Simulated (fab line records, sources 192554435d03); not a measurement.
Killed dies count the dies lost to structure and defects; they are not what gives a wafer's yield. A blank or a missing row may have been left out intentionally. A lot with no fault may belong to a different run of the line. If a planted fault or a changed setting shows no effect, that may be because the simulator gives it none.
Struck lot and sound lot, side by side + flow n5_finfet + 38 steps out of a route of 1938
Sound: these wafers, L677.4, L677.5, L677.6. Struck: wafers L661.2, L661.3 (left out: L661.6, a lot-mate that was not struck); the cause follows at the end.
At each step with rows: each side's tool, then ch and its chambers, then its first start. Under that, the readings that differ: sound wafers + struck wafers + difference of the means + sigmas: that difference in standard deviations of wafers without a fault.
alike: readings with means less than 2 such deviations apart, plus words and numbers identical on both sides. not compared: withheld readings, readings lacking a value on some wafer, bounds such as >300 that could conceal the same value, and numbers that have no deviation in the record and whose values overlap.
The two part at a step that has a row with sigmas, a row that says differs or no value, or rows on one side only. When numbers do not overlap yet have no deviation, they are printed without sigmas and do not part them. A reading missing from all wafers of one side parts the sides only when that side holds two or more wafers.

first, 11 steps without rows for these wafers: N5_FIN_SAQP_DESCUM_21 (chemistry O2, time 7.9 s); N5_FIN_SAQP_ETCH_51 (etches SiARC in CF4, target depth 45.5 nm, time 75.8 s); N5_FIN_SAQP_ETCH_52 (etches SOC in N2/H2, target depth 100 nm, overetch 20 nm, time 150 s); N5_FIN_SAQP_STRIP_53 (strips in N2/H2); N5_FIN_SAQP_HM_OPEN_73 (chemistry CHF3/O2, target SiO2, stops on a-Si, target depth 12 nm, time 16.8 s); N5_FIN_SAQP_STRIP_74 (strips in CHF3/O2); N5_FIN_SAQP_MANDREL_ETCH_22 (etches a-Si in HBr/Cl2, stops on SiNx, target depth 60 nm, bt time 10 s, time 30 s); N5_FIN_SAQP_STRIP_55 (strips in N2/H2); N5_FIN_SAQP_STRIP_23 (strips in SPM, time 750 s); N5_FIN_SAQP_SRD_66 (time 30 s); N5_FIN_SAQP_RECESS_75 (chemistry HF/NH3, target SiO2, target depth 14.4 nm, afs cycles 3, sublimation time 60 s).
N5_FIN_SAQP_SPACER1_ALD_24: deposits SiO2, target thk 20.3 nm, pulse time 1 s, purge time 2 s.
  sound on ald_sin-03 ch 0,1,3, day 7 10:55; struck on ald_sin-02 ch 0,1, day 3 11:31
| reading                                           | sound          | struck    | difference | sigmas |
|---------------------------------------------------|----------------|-----------|------------|--------|
| ald_cycles                                        | 218 218 218    | 345 345   | +127       |        |
| model.SiO2_of_FIN_SAQP_SPACER1_ALD_24.thk_nm (nm) | 20.4 20.2 20.4 | 32.2 32.2 | +11.9      |        |
  alike: heater_power_w, precursor_pulse_height_rel
then, 1 step without rows for these wafers: N5_FIN_SAQP_SPACER1_ETCHBACK_25 (etches SiO2 in CHF3/O2, target depth 24.4 nm, time 12.2 s).
N5_FIN_SAQP_MANDREL1_REMOVE_56: chemistry HBr/Cl2/O2, target a-Si, stops on SiNx, bt time 10 s.
  sound on rie_si-01 ch 0,1, day 7 11:44; struck on rie_si-04 ch 2,3, day 3 12:28
| reading                     | sound             | struck      | difference | sigmas |
|-----------------------------|-------------------|-------------|------------|--------|
| drypump_motor_current_A (A) | 5.8 5.8 6.2       | 5.0 5.1     | -0.9       | -2     |
| oes_product_au (a.u.)       | 1.026 1.033 1.023 | 0.989 0.970 | -0.048     | -3     |
| model.FIN_SAQP.cd_nm (nm)   | 20.2 20.2 20.4    | 32.2 32     | +11.8      |        |
  alike: chamber_pressure_mTorr, mfc_cl2_sccm, throttle_valve_pct
  not compared: rf_hours_counter_h
N5_FIN_SAQP_CD_MEAS_27: the cd target is 20 nm.
  sound on cd_sem-02 ch 0, day 7 11:51; struck on cd_sem-02 ch 0, day 3 12:34
| reading    | sound             | struck      | difference | sigmas |
|------------|-------------------|-------------|------------|--------|
| cd_nm (nm) | 20.46 20.05 20.37 | 32.11 32.17 | +11.85     | +54    |
then, 21 steps without rows for these wafers: N5_FIN_SAQP_ETCH_57 (etches SiNx in CH3F/O2, target depth 32.5 nm, time 46.4 s); N5_FIN_SAQP_ETCH_65 (etches SiO2 in CF4, target depth 4 nm, time 4.4 s); N5_FIN_SAQP_MANDREL_ETCH_58 (etches a-Si in HBr/Cl2, stops on SiNx, target depth 45 nm, bt time 10 s, time 27 s); N5_FIN_SAQP_RECESS_63 (chemistry HF/NH3, target SiO2, target depth 18 nm, afs cycles 3, sublimation time 60 s); N5_FIN_SAQP_COAT_68 (time 60 s, resist thk 100 nm); N5_FIN_SAQP_ETCH_69 (etches SOC in N2/H2, stops on SiNx, target depth 150 nm); N5_FIN_SAQP_ETCH_67 (etches SiNx in CH3F/O2, target depth 30 nm); N5_FIN_SAQP_STRIP_70 (strips in N2/H2); N5_FIN_SAQP_RECESS_71 (chemistry HF/NH3, target SiO2, target depth 3 nm, afs cycles 1, sublimation time 60 s); N5_FIN_SAQP_SPACER2_ALD_28 (deposits SiO2, target thk 8.1 nm, pulse time 1 s, purge time 2 s); N5_FIN_SAQP_SPACER2_ETCHBACK_29 (etches SiO2 in CHF3/O2, target depth 12.2 nm, time 6.1 s); N5_FIN_SAQP_MANDREL2_REMOVE_60 (chemistry HBr/Cl2/O2, target a-Si, stops on SiNx, bt time 10 s); N5_FIN_SAQP_HM_OPEN_33 (chemistry CH3F/O2, target SiNx, target depth 49.4 nm, time 70.6 s); N5_FIN_SAQP_ETCH_34 (etches SiO2 in C4F6/O2, target depth 45 nm, time 15 s); N5_FIN_SAQP_STRIP_77 (strips in N2/H2, time 90 s); N5_FIN_SAQP_ETCH_64 (etches SiO2 in CF4, target depth 1.5 nm); N5_FIN_SAQP_FIN_ETCH_36 (etches the open film in HBr/Cl2/O2, target depth 120 nm, time 50.4 s); N5_FIN_SAQP_PRECLEAN_38 (cleans in O3/DIW, time 45 s); N5_FIN_SAQP_PRECLEAN_45 (cleans in dHF, time 10 s); N5_FIN_SAQP_SRD_39 (time 30 s); N5_FIN_CUT_COAT_18 (time 60 s, resist thk 230 nm).
N5_BEOL_M4_RC_MEAS_101:
  the record has rows for the sound wafers here (prober-02 ch 0, day 13 22:50) and none for the struck ones
-- here the record skips 10 days between the struck wafers' starts before and after, leaving off in module BEOL_M4 and picking up in module PASSIVATION (first step shown: number 1936 of the route) --
N5_PASSIVATION_PROBE_49:
  rows exist in the record for the struck wafers here (prober-02, day 13 21:10), but not for the sound ones

== WHERE THEY PART ==
Last at N5_PASSIVATION_PROBE_49 as far as this record goes, first at N5_FIN_SAQP_MANDREL1_REMOVE_56.

WHY: what had been put in by the simulator
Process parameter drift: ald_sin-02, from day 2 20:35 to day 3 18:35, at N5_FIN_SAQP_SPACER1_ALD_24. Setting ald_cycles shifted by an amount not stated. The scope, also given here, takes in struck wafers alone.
